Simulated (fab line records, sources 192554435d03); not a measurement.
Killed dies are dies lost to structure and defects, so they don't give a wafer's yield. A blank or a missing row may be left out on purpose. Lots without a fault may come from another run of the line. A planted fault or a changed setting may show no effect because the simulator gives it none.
Chamber matching | flow n5_finfet | N5_BEOL_M3_CO_CAP_55 on cvd_co-01: 3 sister chambers
The step material Co, precursor CCTBA/H2, target thk 2 nm, time 102.1 s. 3 wafers are shown with their chamber, then 12 later ones without.

WAFERS WITH THEIR CHAMBER
wafer  | chamber | heater_power_outer_w (W)
L089.3 | 0       | 103
L089.4 | 2       | 119
L089.5 | 1       | 126

WAFERS WITHOUT THEIR CHAMBER
wafer  | heater_power_outer_w (W)
L094.1 | 127
L094.3 | 119
L094.4 | 121
L095.2 | 126
L095.3 | 107
L095.4 | 119
L096.2 | 124
L096.3 | 121
L096.4 | 120
L097.2 | 109
L097.4 | 119
L097.5 | 105

WHICH CHAMBER EACH WENT THROUGH
wafer  | from the rows above     | in truth
L094.1 | 1                       | 1
L094.3 | 2                       | 2
L094.4 | can't be placed: 2 or 1 | 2
L095.2 | 1                       | 1
L095.3 | 0                       | 0
L095.4 | 2                       | 2
L096.2 | can't be placed: 1 or 2 | 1
L096.3 | can't be placed: 2 or 1 | 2
L096.4 | 2                       | 2
L097.2 | can't be placed: 0 or 2 | 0
L097.4 | 2                       | 2
L097.5 | 0                       | 0
Placed correctly: 8 of 12. Can't be placed from these rows: 4 (the true chamber is among the candidates in 4). Placed wrongly: 0.
How it was worked out, from the rows above alone: a wafer's distance from a chamber is the root of the sum, over the readings, of the square of ((its reading less the chamber's mean) divided by the reading's scatter). The wafer belongs to the nearest chamber; if the next one is less than 2 further off, it can't be placed. A chamber's mean is the mean of its shown wafers. The scatter: with one shown wafer a chamber, the root of the mean of the squares of how far each hidden wafer lies from its nearest shown one.
